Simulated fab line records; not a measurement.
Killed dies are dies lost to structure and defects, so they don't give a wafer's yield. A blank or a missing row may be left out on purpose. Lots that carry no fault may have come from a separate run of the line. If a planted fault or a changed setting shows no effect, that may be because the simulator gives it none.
fab line records	flow n5Finfet
record: lots: 7	wafers: 21
route steps=1938 shown BEOL_M10@1476 BEOL_M12@1605 BEOL_M13@1673 BEOL_M14@1738 BEOL_M15@1808 MIM_BOT_LITHO@1858
startH: hours from the record's opening day to when the first of the lot's shown wafers began	waitH: how many hours have passed since the lot's step before this one	" repeats the value in the row above	L1.1+2: a single row standing in for several wafers	- no value, or no start given	* or withheld: withheld	< > ~ a bound
route shown NAME@n: names a module that has steps shown in the file, with the first one's number in the route	usual: mean/standard deviation taken from wafers without a fault	same: alike in all rows	chamber/n: place in a boat	sites: the reading at each site	_std_site: the standard deviation of these	_edge_site: outer sites' mean less inner sites'	radiusMm: for every site, how far away it sits from the centre of the wafer	mask NAME#n: copy n	behind: tool/chamber where the wafer was last shaped	hold: why the lot went on hold/how many hours it stayed there/how the hold came to an end	device: names the non-switching transistor (n, p or np)	end of line: tests of these same wafers at the route's end	where a step has no rows: the recipe by itself	killed: at the first sort, the dies lost to defects and structure; wafer yield is something else	map: per-die view of a wafer (x killed, . not killed, _ where there is no die)
set.NAME: the setting as run; set.NAME@STEP: as run at that earlier step	model.NAME: the simulator's own value behind a step, which no gauge read
lots whose settings were changed on purpose; a table a step, a row a wafer
== steps ==
step: N5_BEOL_M10_COAT_60
recipe: resist: SiARC	tempC: 220	timeS: 60	spinRpm: 1500	resistThkNm: 30
lot.wafer	tool	chamber	startH	waitH	set.spinRpm	model.SiARC_of_BEOL_M10_COAT_60.thkNm
L074.1+5+6	lithoTrack-02	0	-	-	1500	30
L075.2	lithoTrack-03	0	-	-	1447	30.8
L075.5	"	0	"	"	1447	30.6
L075.6	"	0	"	"	1500	30.2
L076.3	lithoTrack-03	0	-	-	1500	30
L076.4	"	0	"	"	1394	31
L076.5	"	0	"	"	1394	31.2
L083.1+5	lithoTrack-02	0	-	-	1500	30
L083.4	"	0	"	"	1500	29.8
L091.3+4+5	lithoTrack-02	0	-	-	1500	30.2
L094.1+2	lithoTrack-05	0	-	-	1642	28.6
L094.3	"	0	"	"	1500	30
L093.2+4	lithoTrack-03	0	-	-	1500	30.2
L093.3	"	0	"	"	1500	30
step: N5_BEOL_M10_COAT_05
recipe: resist: CAR-ArF	spinRpm: 1500	resistThkNm: 90
step: N5_BEOL_M10_EBR_07
recipe: solvent: PGMEA	ebrWidthMm: 1.5
step: N5_BEOL_M10_DESCUM_16
recipe: chemistry: O2	timeS: 7.9	sourcePowerW: 50	biasPowerW: 20	pressureMtorr: 20	rfFrequencyHz: 2.712e+07	tempC: 40	resist: CAR-ArF	o2FlowSccm: 225
step: N5_BEOL_M10_ETCH_61
recipe: chemistry: CF4	target: SiARC	targetDepthA: 390	maskMaterial: CAR-ArF	timeS: 65	ionEnergyEv: 80	pressureMtorr: 40	sourceW: 545	biasW: 36	Ar_flow_sccm: 100	cf4FlowSccm: 100	ends: cleared
lot.wafer	tool	chamber	startH	waitH	set.spinRpm@BEOL_M10_COAT_60	model.etch.depthNm	model.CAR-ArF_of_BEOL_M10_COAT_05.thkNm
L074.1	rieDiel-05	3	214.94	0.0	1500	30.06	55.4
L074.5	"	1	"	"	1500	30.01	55.4
L074.6	"	3	"	"	1500	29.98	55.4
L075.2	rieDiel-01	0	224.06	0.0	1447	30.74	55.4
L075.5	"	3	"	"	1447	30.58	55.2
L075.6	"	2	"	"	1500	30.12	55.6
L076.3	rieDiel-01	3	240.63	0.0	1500	30.04	56
L076.4	"	0	"	"	1394	31.08	54.8
L076.5	"	3	"	"	1394	31.17	54.4
L083.1	rieDiel-05	0	269.18	0.0	1500	29.95	55.6
L083.4	"	1	"	"	1500	29.89	55.8
L083.5	"	0	"	"	1500	30	55.4
L091.3	rieDiel-06	0	329.53	0.0	1500	30.22	55.6
L091.4	"	0	"	"	1500	30.13	55.6
L091.5	"	2	"	"	1500	30.14	55.8
L094.1	rieDiel-06	2	333.57	0.0	1642	28.63	57
L094.2	"	1	"	"	1642	28.66	56.8
L094.3	"	3	"	"	1500	30	55.4
L093.2	rieDiel-06	0	340.77	0.0	1500	30.13	55.2
L093.3	"	1	"	"	1500	30.1	55.4
L093.4	"	2	"	"	1500	30.14	55.8
step: N5_BEOL_M10_ETCH_62
recipe: chemistry: N2/H2	target: SOC	targetDepthA: 1100	overetchA: 220	maskMaterial: SiARC	tempC: 40	timeS: 165	ionEnergyEv: 200	pressureMtorr: 30	sourceW: 840	biasW: 150	n2FlowSccm: 200	h2FlowSccm: 200
lot.wafer	tool	chamber	startH	waitH	set.spinRpm@BEOL_M10_COAT_60	model.SiARC_of_BEOL_M10_COAT_60.thkNm
L074.1+6	rieDiel-05	3	214.99	0.0	1500	23.6
L074.5	"	1	"	"	1500	23.4
L075.2	rieDiel-01	0	224.11	0.0	1447	24.2
L075.5	"	3	"	"	1447	23.8
L075.6	"	2	"	"	1500	23.6
L076.3	rieDiel-01	3	240.68	0.0	1500	23.4
L076.4	"	0	"	"	1394	24.6
L076.5	"	3	"	"	1394	24.4
L083.1+4	rieDiel-05	0,1	269.23	0.0	1500	23.2
L083.5	"	0	"	"	1500	23.4
L091.3+4	rieDiel-06	0	329.58	0.0	1500	23.6
L091.5	"	2	"	"	1500	23.8
L094.1	rieDiel-06	2	333.62	0.0	1642	22.2
L094.2	"	1	"	"	1642	22.4
L094.3	"	3	"	"	1500	23.6
L093.2	rieDiel-06	0	340.82	0.0	1500	23.4
L093.3+4	"	1,2	"	"	1500	23.8
step: N5_BEOL_M12_COAT_04
recipe: spinRpm: 1625	resistThkNm: 400
lot.wafer	tool	chamber	startH	waitH	set.spinRpm	model.coat_of_BEOL_M12_COAT_04.thkNm
L074.1	lithoTrack-04	0	-	-	1791	381.2
L074.5	"	0	"	"	1625	398.8
L074.6	"	0	"	"	1791	379.8
L075.2	lithoTrack-05	0	-	-	1804	378.4
L075.5	"	0	"	"	1625	398.8
L075.6	"	0	"	"	1625	399.2
L076.3	lithoTrack-05	0	-	-	1467	418.6
L076.4	"	0	"	"	1467	420.4
L076.5	"	0	"	"	1625	398.6
L083.1	lithoTrack-03	0	-	-	1708	389.4
L083.4	"	0	"	"	1708	390.6
L083.5	"	0	"	"	1625	400.6
L091.3	lithoTrack-04	0	-	-	1447	423
L091.4	"	0	"	"	1625	399.6
L091.5	"	0	"	"	1447	423.2
L094.1	lithoTrack-05	0	-	-	1625	400.8
L094.2	"	0	"	"	1787	382.2
L094.3	"	0	"	"	1787	381.6
L093.2	lithoTrack-05	0	-	-	1625	399.8
L093.3	"	0	"	"	1625	399.4
L093.4	"	0	"	"	1625	398
step: N5_BEOL_M12_EBR_06
recipe: solvent: PGMEA	ebrWidthMm: 1.5
step: N5_BEOL_M12_SOFTBAKE_05
recipe: tempC: 130	timeS: 60
step: N5_BEOL_M12_ETCH_59
recipe: chemistry: N2/H2	target: BARC	targetDepthA: 890	overetchA: 267	timeS: 67.9	ionEnergyEv: 200	pressureMtorr: 30	sourceW: 840	biasW: 150	n2FlowSccm: 200	h2FlowSccm: 200
step: N5_BEOL_M12_VIA_ETCH_16
recipe: chemistry: C4F8/O2/Ar	target: SiOC	pressureMtorr: 30	sourceW: 3000	biasW: 700	Ar_flow_sccm: 400	C4F8_flow_sccm: 15	O2_flow_sccm: 8	heInnerTorr: 15	heOuterTorr: 30	targetDepthA: 7248	timeS: withheld	ionEnergyEv: 250	ends: cleared
step: N5_BEOL_M12_STRIP_63
recipe: chemistry: N2/H2	powerW: 1000	tempC: 250	h2Frac: 0.65	overashFraction: 0.3	pressureMtorr: 1000	n2FlowSccm: 1750	h2FlowSccm: 3250
usual: stripTimeToEndpointS: 42.5/0.87
lot.wafer	tool	chamber	startH	waitH	set.spinRpm@BEOL_M12_COAT_04	stripTimeToEndpointS
L074.1	plasmaAsher-01	1	229.86	-	1791	38.1
L074.5	"	1	"	"	1625	41.9
L074.6	"	0	"	"	1791	36.4
L075.2	plasmaAsher-01	1	238.55	-	1804	37.2
L075.5	"	0	"	"	1625	41.9
L075.6	"	1	"	"	1625	42.8
L076.3	plasmaAsher-02	0	258.73	-	1467	49.1
L076.4	"	1	"	"	1467	48.4
L076.5	"	0	"	"	1625	42.6
L083.1	plasmaAsher-02	1	290.01	-	1708	40.8
L083.4	"	0	"	"	1708	40.0
L083.5	"	1	"	"	1625	42.5
L091.3	plasmaAsher-01	1	343.99	-	1447	47.7
L091.4	"	0	"	"	1625	41.6
L091.5	"	0	"	"	1447	47.3
L094.1	plasmaAsher-01	0	355.71	-	1625	43.6
L094.2	"	1	"	"	1787	37.1
L094.3	"	0	"	"	1787	37.7
L093.2	plasmaAsher-02	0	357.08	-	1625	42.3
L093.3	"	0	"	"	1625	43.3
L093.4	"	1	"	"	1625	41.2
step: N5_BEOL_M13_ETCH_59
recipe: chemistry: N2/H2	target: BARC	targetDepthA: 890	overetchA: 267	timeS: 67.9	ionEnergyEv: 200	pressureMtorr: 30	sourceW: 840	biasW: 150	n2FlowSccm: 200	h2FlowSccm: 200
usual: rfVppV: 524.1/2.9
lot.wafer	tool	chamber	startH	waitH	set.biasW	rfVppV
L074.1	rieDiel-04	2	236.05	0.0	131.7	481.9
L074.5	"	1	"	"	131.7	484.7
L074.6	"	0	"	"	131.7	478.2
L075.2	rieDiel-02	1	243.40	0.0	157.3	537.4
L075.5	"	3	"	"	150	525.8
L075.6	"	0	"	"	150	526.7
L076.3	rieDiel-03	2	264.45	0.0	150	522.6
L076.4	"	0	"	"	150	529.1
L076.5	"	0	"	"	150	530.9
L083.1	rieDiel-04	0	295.20	0.0	150	520.4
L083.4	"	2	"	"	169.6	563.6
L083.5	"	1	"	"	169.6	569.3
L091.3	rieDiel-02	3	355.17	0.0	124.7	466.4
L091.4	"	2	"	"	150	523.0
L091.5	"	2	"	"	124.7	464.9
L094.1	rieDiel-02	2	361.29	0.0	135.5	490.3
L094.2	"	1	"	"	150	521.2
L094.3	"	0	"	"	150	526.5
L093.2	rieDiel-03	2	363.97	0.0	150	523.0
L093.3	"	1	"	"	150	521.9
L093.4	"	0	"	"	150	527.5
step: N5_BEOL_M14_COAT_66
recipe: resist: SiARC	tempC: 220	timeS: 60	spinRpm: 1500	resistThkNm: 110
lot.wafer	tool	chamber	startH	waitH	set.spinRpm	model.SiARC_of_BEOL_M14_COAT_66.thkNm
L074.1	lithoTrack-04	0	-	-	1500	109.6
L074.5	"	0	"	"	1556	107.8
L074.6	"	0	"	"	1500	110.2
L075.2+6	lithoTrack-05	0	-	-	1602	106.2
L075.5	"	0	"	"	1602	105.8
L076.3	lithoTrack-05	0	-	-	1642	105
L076.4	"	0	"	"	1500	110.2
L076.5	"	0	"	"	1642	104.8
L083.1	lithoTrack-01	0	-	-	1601	106.8
L083.4	"	0	"	"	1500	110.6
L083.5	"	0	"	"	1601	106.6
L091.3	lithoTrack-05	0	-	-	1624	105.6
L091.4	"	0	"	"	1500	109.8
L091.5	"	0	"	"	1500	110
L094.1	lithoTrack-05	0	-	-	1598	106.6
L094.2	"	0	"	"	1598	107
L094.3	"	0	"	"	1500	109.6
L093.2+3+4	lithoTrack-05	0	-	-	1500	110.2
step: N5_BEOL_M14_PEB_26
recipe: pebTempC: 130	pebTimeS: 90
lot.wafer	tool	chamber	startH	waitH	set.pebTempC
L074.1+5+6	lithoTrack-05	0	243.10	0.1	130
L075.2+6	lithoTrack-01	0	250.63	0.0	128.6
L075.5	"	0	"	"	130
L076.3+4	lithoTrack-05	0	271.46	0.0	130
L076.5	"	0	"	"	126.5
L083.1+4+5	lithoTrack-01	0	301.70	0.1	130
L091.3	lithoTrack-05	0	361.16	0.0	130
L091.4+5	"	0	"	"	126.7
L094.1+2+3	lithoTrack-01	0	367.02	0.1	130
L093.2+3+4	lithoTrack-05	0	368.98	0.0	130
step: N5_BEOL_M14_DEVELOP_27
recipe: developTimeS: 45	rinseLiquid: diw	dry: airSpin	devTempC: 21
step: N5_BEOL_M14_HARDBAKE_32
recipe: tempC: 130	timeS: 120
step: N5_BEOL_M14_CD_MEAS_28
recipe: targetCdNm: 284.4	landingEnergyEv: 500	detector: seInlens
usual: cdNm: 284.8/1.9
lot.wafer	tool	chamber	startH	waitH	set.pebTempC@BEOL_M14_PEB_26	cdNm
L074.1	cdSem-01	0	243.22	-	130	285.2
L074.5	"	0	"	"	130	288.1
L074.6	"	0	"	"	130	283.8
L075.2	cdSem-01	0	250.75	-	128.6	276.4
L075.5	"	0	"	"	130	284.8
L075.6	"	0	"	"	128.6	276.3
L076.3	cdSem-02	0	271.58	-	130	285.9
L076.4	"	0	"	"	130	284.6
L076.5	"	0	"	"	126.5	268.6
L083.1	cdSem-03	0	301.81	-	130	282.7
L083.4	"	0	"	"	130	283.3
L083.5	"	0	"	"	130	283.5
L091.3	cdSem-03	0	361.28	-	130	286.6
L091.4	"	0	"	"	126.7	265.8
L091.5	"	0	"	"	126.7	268.2
L094.1	cdSem-02	0	367.14	-	130	284.0
L094.2	"	0	"	"	130	285.3
L094.3	"	0	"	"	130	283.2
L093.2	cdSem-01	0	369.10	-	130	285.4
L093.3	"	0	"	"	130	285.2
L093.4	"	0	"	"	130	288.2
step: N5_BEOL_M14_DESCUM_33
recipe: chemistry: O2	timeS: 7.9	sourcePowerW: 50	biasPowerW: 20	pressureMtorr: 20	rfFrequencyHz: 2.712e+07	tempC: 40	o2FlowSccm: 225
lot.wafer	tool	chamber	startH	waitH	set.pebTempC@BEOL_M14_PEB_26	model.BEOL_M14.cdNm
L074.1	rieDiel-01	2	243.30	0.0	130	284.8
L074.5	"	3	"	"	130	287.8
L074.6	"	2	"	"	130	283.6
L075.2	rieDiel-06	3	250.83	0.0	128.6	276.6
L075.5	"	0	"	"	130	284.6
L075.6	"	1	"	"	128.6	276.4
L076.3	rieDiel-06	0	271.82	0.2	130	285.4
L076.4	"	2	"	"	130	285
L076.5	"	0	"	"	126.5	268.6
L083.1	rieDiel-05	3	302.30	0.4	130	282.8
L083.4	"	1	"	"	130	283.4
L083.5	"	0	"	"	130	284
L091.3	rieDiel-05	0	361.90	0.6	130	286.4
L091.4	"	2	"	"	126.7	265.8
L091.5	"	0	"	"	126.7	268.4
L094.1	rieDiel-05	2	367.22	0.0	130	283.8
L094.2	"	3	"	"	130	285
L094.3	"	0	"	"	130	283.4
L093.2	rieDiel-05	2	369.18	0.0	130	285.6
L093.3	"	3	"	"	130	285.2
L093.4	"	0	"	"	130	288.2
step: N5_BEOL_M14_ETCH_67
recipe: chemistry: CF4	target: SiARC	targetDepthA: 1430	timeS: 238.3	ionEnergyEv: 80	pressureMtorr: 40	sourceW: 545	biasW: 36	Ar_flow_sccm: 100	cf4FlowSccm: 100	ends: cleared
lot.wafer	tool	chamber	startH	waitH	set.spinRpm@BEOL_M14_COAT_66	set.pebTempC@BEOL_M14_PEB_26	model.BEOL_M14.cdNm	model.etch.depthNm	model.coat_of_BEOL_M14_COAT_22.thkNm
L074.1	rieDiel-01	2	243.34	0.0	1500	130	279.8	109.7	212.2
L074.5	"	3	"	"	1556	130	283.4	107.9	213.8
L074.6	"	2	"	"	1500	130	278.8	110.2	211.6
L075.2	rieDiel-06	3	250.87	0.0	1602	128.6	273	106.3	211.6
L075.5	"	0	"	"	1602	130	280.8	105.8	211.6
L075.6	"	1	"	"	1602	128.6	271.2	106.2	210.6
L076.3	rieDiel-06	0	271.86	0.0	1642	130	281	105	214
L076.4	"	2	"	"	1500	130	280.8	110.2	211
L076.5	"	0	"	"	1642	126.5	264.6	104.8	213.4
L083.1	rieDiel-05	3	302.33	0.0	1601	130	277.8	106.7	215.2
L083.4	"	1	"	"	1500	130	279.2	110.7	211.8
L083.5	"	0	"	"	1601	130	279	106.6	214.8
L091.3	rieDiel-05	0	361.93	0.0	1624	130	281.8	105.5	213.8
L091.4	"	2	"	"	1500	126.7	261	109.9	211.2
L091.5	"	0	"	"	1500	126.7	264.6	109.9	211.8
L094.1	rieDiel-05	2	367.26	0.0	1598	130	279	106.7	213.4
L094.2	"	3	"	"	1598	130	279.8	106.9	213.2
L094.3	"	0	"	"	1500	130	279.6	109.6	212
L093.2	rieDiel-05	2	369.22	0.0	1500	130	281.4	110.2	210.2
L093.3	"	3	"	"	1500	130	280.8	110.2	210.6
L093.4	"	0	"	"	1500	130	284.4	110.3	210.6
step: N5_BEOL_M14_ETCH_68
recipe: chemistry: N2/H2	target: SOC	maskMaterial: SiARC	sourceW: 3000	biasW: 350	tempC: 40	timeS: 450	ionEnergyEv: 200	pressureMtorr: 30	n2FlowSccm: 200	h2FlowSccm: 200
lot.wafer	tool	chamber	startH	waitH	set.spinRpm@BEOL_M14_COAT_66	set.pebTempC@BEOL_M14_PEB_26	model.BEOL_M14.cdNm	model.SiARC_of_BEOL_M14_COAT_66.thkNm
L074.1	rieDiel-01	2	243.49	0.1	1500	130	276.6	65.6
L074.5	"	3	"	"	1556	130	283.6	63
L074.6	"	2	"	"	1500	130	275.8	66.2
L075.2	rieDiel-06	3	251.02	0.1	1602	128.6	272.8	61.8
L075.5	"	0	"	"	1602	130	280.6	61.4
L075.6	"	1	"	"	1602	128.6	271.4	61.8
L076.3	rieDiel-06	0	272.01	0.1	1642	130	280.6	60.4
L076.4	"	2	"	"	1500	130	281.6	65
L076.5	"	0	"	"	1642	126.5	265.2	59.6
L083.1	rieDiel-05	3	302.48	0.1	1601	130	277.6	61.8
L083.4	"	1	"	"	1500	130	279.2	66.8
L083.5	"	0	"	"	1601	130	278	61.2
L091.3	rieDiel-05	0	362.08	0.1	1624	130	281.8	59.2
L091.4	"	2	"	"	1500	126.7	262.8	63.2
L091.5	"	0	"	"	1500	126.7	264	63.8
L094.1	rieDiel-05	2	367.41	0.1	1598	130	279.2	61.6
L094.2	"	3	"	"	1598	130	279.4	63
L094.3	"	0	"	"	1500	130	278.6	64.4
L093.2	rieDiel-05	2	369.36	0.1	1500	130	280.8	65.2
L093.3	"	3	"	"	1500	130	281.8	65.8
L093.4	"	0	"	"	1500	130	283.2	65.2
step: N5_BEOL_M15_ETCH_61
recipe: chemistry: N2/H2	target: BARC	targetDepthA: 890	overetchA: 267	timeS: 67.9	ionEnergyEv: 200	pressureMtorr: 30	sourceW: 840	biasW: 150	n2FlowSccm: 200	h2FlowSccm: 200
lot.wafer	tool	chamber	startH	waitH	set.timeS	model.coat_of_BEOL_M15_COAT_22.thkNm
L074.1	rieDiel-03	3	248.17	0.0	57.72	733
L074.5	"	3	"	"	57.72	732
L074.6	"	2	"	"	67.9	719.4
L075.2	rieDiel-02	2	257.65	0.0	56.72	727.6
L075.5	"	2	"	"	67.9	718.6
L075.6	"	3	"	"	67.9	715
L076.3+4	rieDiel-02	0,1	277.43	0.0	72.45	713.8
L076.5	"	3	"	"	72.45	710.2
L083.1	rieDiel-02	0	307.76	0.0	57.54	730
L083.4	"	3	"	"	57.54	732.2
L083.5	"	2	"	"	67.9	724.2
L091.3	rieDiel-02	1	368.09	0.0	67.9	717.4
L091.4	"	3	"	"	67.9	718.4
L091.5	"	3	"	"	67.9	720.4
L094.1	rieDiel-03	3	377.45	0.0	67.9	712.8
L094.2	"	1	"	"	82.48	702.4
L094.3	"	0	"	"	67.9	710.2
L093.2	rieDiel-02	0	378.15	0.0	67.9	723
L093.3	"	1	"	"	67.9	715.8
L093.4	"	3	"	"	67.9	721
step: N5_BEOL_M15_SPUTTER_43
recipe: material: TaN	targetThkA: 150	tempC: 50	biasV: 168.6	powerW: 15000	chamberPressurePa: 0.12	timeS: 24.19
lot.wafer	tool	chamber	startH	waitH	set.timeS	model.TaN_of_BEOL_M15_SPUTTER_43.thkNm
L074.1	pvdSputter-01	-	254.13	0.0	24.19	15.2
L074.5	"	-	"	"	25.91	16.2
L074.6	"	-	"	"	24.19	15
L075.2+6	pvdSputter-03	-	261.41	0.0	24.19	15.2
L075.5	"	-	"	"	25.49	16
L076.3	pvdSputter-02	-	281.91	0.0	21.53	13.2
L076.4	"	-	"	"	24.19	14.8
L076.5	"	-	"	"	21.53	13.4
L083.1+4+5	pvdSputter-01	-	308.97	0.0	24.19	15
L091.3	pvdSputter-02	-	375.25	0.0	24.19	14.8
L091.4	"	-	"	"	22.72	14
L091.5	"	-	"	"	24.19	15
L094.1+2	pvdSputter-02	-	378.24	0.0	24.19	15.2
L094.3	"	-	"	"	24.19	15
L093.2+3	pvdSputter-03	-	378.92	0.0	24.19	15.2
L093.4	"	-	"	"	24.19	15
step: N5_MIM_BOT_LITHO_EXPOSE_05
recipe: maskId: MIM_BOT	na: 0.55	sourceShape: conventional	sigmaOuter: 0.8	polarization: unpolarized	doseMj: 24.25
lot.wafer	tool	chamber	startH	waitH	mask	set.doseMj
L074.1+5	krfScanner-01	0	260.56	-	MIM_BOT#0	24.25
L074.6	"	0	"	"	MIM_BOT#0	22.77
L075.2	krfScanner-02	0	266.68	-	MIM_BOT#0	25.96
L075.5+6	"	0	"	"	MIM_BOT#0	24.25
L076.3	krfScanner-02	0	289.14	-	MIM_BOT#0	22.88
L076.4+5	"	0	"	"	MIM_BOT#0	24.25
L083.1+4	krfScanner-02	0	315.34	-	MIM_BOT#0	25.52
L083.5	"	0	"	"	MIM_BOT#0	24.25
L091.3+5	krfScanner-01	0	379.56	-	MIM_BOT#0	25.39
L091.4	"	0	"	"	MIM_BOT#0	24.25
L094.1	krfScanner-02	0	385.47	-	MIM_BOT#0	24.25
L094.2+3	"	0	"	"	MIM_BOT#0	26.02
L093.2+3+4	krfScanner-01	0	386.42	-	MIM_BOT#0	24.25
step: N5_MIM_BOT_LITHO_PEB_06
recipe: pebTempC: withheld	pebTimeS: *
step: N5_MIM_BOT_LITHO_DEVELOP_07
recipe: developTimeS: 60	rinseLiquid: diw	dry: airSpin	devTempC: 21
step: N5_MIM_BOT_LITHO_HARDBAKE_09
recipe: tempC: 130	timeS: 120
step: N5_MIM_BOT_LITHO_CD_MEAS_08
recipe: targetCdNm: 3000	landingEnergyEv: 500	detector: seInlens	polarity: opening
usual: cdNm: 2999.4/1.9
lot.wafer	tool	chamber	startH	waitH	set.doseMj@MIM_BOT_LITHO_EXPOSE_05	cdNm
L074.1	cdSem-01	0	260.73	-	24.25	3001.3
L074.5	"	0	"	"	24.25	3001.7
L074.6	"	0	"	"	22.77	2988.2
L075.2	cdSem-02	0	266.85	-	25.96	3011.1
L075.5	"	0	"	"	24.25	2999.5
L075.6	"	0	"	"	24.25	3000.1
L076.3	cdSem-02	0	289.30	-	22.88	2986.5
L076.4	"	0	"	"	24.25	2995.3
L076.5	"	0	"	"	24.25	3000.3
L083.1	cdSem-02	0	315.51	-	25.52	3009.0
L083.4	"	0	"	"	25.52	3007.8
L083.5	"	0	"	"	24.25	3001.4
L091.3	cdSem-02	0	379.73	-	25.39	3010.1
L091.4	"	0	"	"	24.25	3000.0
L091.5	"	0	"	"	25.39	3006.8
L094.1	cdSem-02	0	385.64	-	24.25	3001.3
L094.2	"	0	"	"	26.02	3012.7
L094.3	"	0	"	"	26.02	3012.6
L093.2	cdSem-02	0	386.60	-	24.25	2997.7
L093.3	"	0	"	"	24.25	2995.7
L093.4	"	0	"	"	24.25	3000.8
== key ==
split: step: N5_BEOL_M10_COAT_60	setting: spinRpm	stated: 1500	by: wafer
response: step: N5_BEOL_M10_COAT_60	reading: model.SiARC_of_BEOL_M10_COAT_60.thkNm	change: -0.15	per: 1%	r: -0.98
response: step: N5_BEOL_M10_ETCH_61	reading: model.etch.depthNm	change: -0.147	per: 1%	r: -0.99
response: step: N5_BEOL_M10_ETCH_61	reading: model.CAR-ArF_of_BEOL_M10_COAT_05.thkNm	change: +0.165	per: 1%	r: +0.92
response: step: N5_BEOL_M10_ETCH_62	reading: model.SiARC_of_BEOL_M10_COAT_60.thkNm	change: -0.141	per: 1%	r: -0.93
split: step: N5_BEOL_M12_COAT_04	setting: spinRpm	stated: 1625	by: wafer
response: step: N5_BEOL_M12_COAT_04	reading: model.coat_of_BEOL_M12_COAT_04.thkNm	change: -1.97	per: 1%	r: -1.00
response: step: N5_BEOL_M12_STRIP_63	reading: stripTimeToEndpointS	change: *	per: 1%	r: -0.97
split: step: N5_BEOL_M13_ETCH_59	setting: biasW	stated: 150	by: wafer
response: step: N5_BEOL_M13_ETCH_59	reading: rfVppV	change: +3.4	per: 1%	r: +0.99
split: step: N5_BEOL_M14_COAT_66	setting: spinRpm	stated: 1500	by: wafer
response: step: N5_BEOL_M14_COAT_66	reading: model.SiARC_of_BEOL_M14_COAT_66.thkNm	change: -0.531	per: 1%	r: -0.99
response: step: N5_BEOL_M14_ETCH_67	reading: model.etch.depthNm	change: -0.537	per: 1%	r: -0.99
response: step: N5_BEOL_M14_ETCH_67	reading: model.coat_of_BEOL_M14_COAT_22.thkNm	change: +0.314	per: 1%	r: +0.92
response: step: N5_BEOL_M14_ETCH_68	reading: model.SiARC_of_BEOL_M14_COAT_66.thkNm	change: -0.551	per: 1%	r: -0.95
split: step: N5_BEOL_M14_PEB_26	setting: pebTempC	stated: 130	by: wafer
response: step: N5_BEOL_M14_CD_MEAS_28	reading: cdNm	change: +6.99	per: 1%	r: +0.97
response: step: N5_BEOL_M14_DESCUM_33	reading: model.BEOL_M14.cdNm	change: +6.9	per: 1%	r: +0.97
response: step: N5_BEOL_M14_ETCH_67	reading: model.BEOL_M14.cdNm	change: +6.83	per: 1%	r: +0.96
response: step: N5_BEOL_M14_ETCH_68	reading: model.BEOL_M14.cdNm	change: +6.64	per: 1%	r: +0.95
split: step: N5_BEOL_M15_ETCH_61	setting: timeS	stated: 67.9	by: wafer
response: step: N5_BEOL_M15_ETCH_61	reading: model.coat_of_BEOL_M15_COAT_22.thkNm	change: -0.567	per: 1%	r: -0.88
split: step: N5_BEOL_M15_SPUTTER_43	setting: timeS	stated: 24.19	by: wafer
response: step: N5_BEOL_M15_SPUTTER_43	reading: model.TaN_of_BEOL_M15_SPUTTER_43.thkNm	change: +0.144	per: 1%	r: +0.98
split: step: N5_MIM_BOT_LITHO_EXPOSE_05	setting: doseMj	stated: 24.25	by: wafer
response: step: N5_MIM_BOT_LITHO_CD_MEAS_08	reading: cdNm	change: +1.73	per: 1%	r: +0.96
